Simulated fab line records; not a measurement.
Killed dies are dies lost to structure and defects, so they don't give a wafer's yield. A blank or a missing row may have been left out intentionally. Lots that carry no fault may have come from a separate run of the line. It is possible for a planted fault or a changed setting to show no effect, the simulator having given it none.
Matching of chambers | flow nand harc | NHARC_A_BLC_ETCH_17 on rie diel-11: 4 sister chambers
The step etches the open film in N2/H2, target depth 390 nm, time 609.38 s. 8 wafers are shown with their chamber, then 7 later ones without.

## WAFERS PAIRED WITH THEIR CHAMBERS
wafer  | chamber | showerhead plenum p Torr (Torr) | drypump motor current A (A)
L820.4 | 1       | 1.88                            | 6.2
L819.4 | 1       | 1.88                            | 6.2
L830.4 | 0       | 2.12                            | 6.5
L833.3 | 3       | 1.97                            | 5.9
L833.5 | 3       | 1.98                            | 5.9
L833.6 | 2       | 2.05                            | 5.6
L834.1 | 2       | 2.05                            | 5.5
L834.5 | 0       | 2.12                            | 6.5

## WAFERS WITH NO CHAMBER GIVEN
wafer  | showerhead plenum p Torr (Torr) | drypump motor current A (A)
L834.6 | 1.88                            | 6.2
L838.1 | 2.05                            | 5.6
L838.3 | 1.87                            | 6.2
L838.6 | 2.05                            | 5.5
L839.2 | 1.87                            | 6.2
L839.5 | 2.05                            | 5.5
L839.6 | 1.97                            | 5.9

## THE CHAMBER EACH PASSED THROUGH
wafer  | from the rows above | in truth
L834.6 | 1                   | 1
L838.1 | 2                   | 2
L838.3 | 1                   | 1
L838.6 | 2                   | 2
L839.2 | 1                   | 1
L839.5 | 2                   | 2
L839.6 | 3                   | 3
Correctly placed: 7 of 7. Number that these rows cannot place: 0. Placed wrongly: 0.
How it was worked out, from the rows above alone: a wafer's distance from a chamber is the root of the sum, over the readings, of the square of ((its reading less the chamber's mean) divided by the reading's scatter). The wafer belongs to the nearest chamber; if the next one is less than 2 further off, it can't be placed. For every chamber, the mean is computed from those of its wafers that are shown. How the scatter is found: for the shown wafers, subtract from each reading the mean of its chamber, square and add these, divide the total by (wafers less chambers), then take the root.
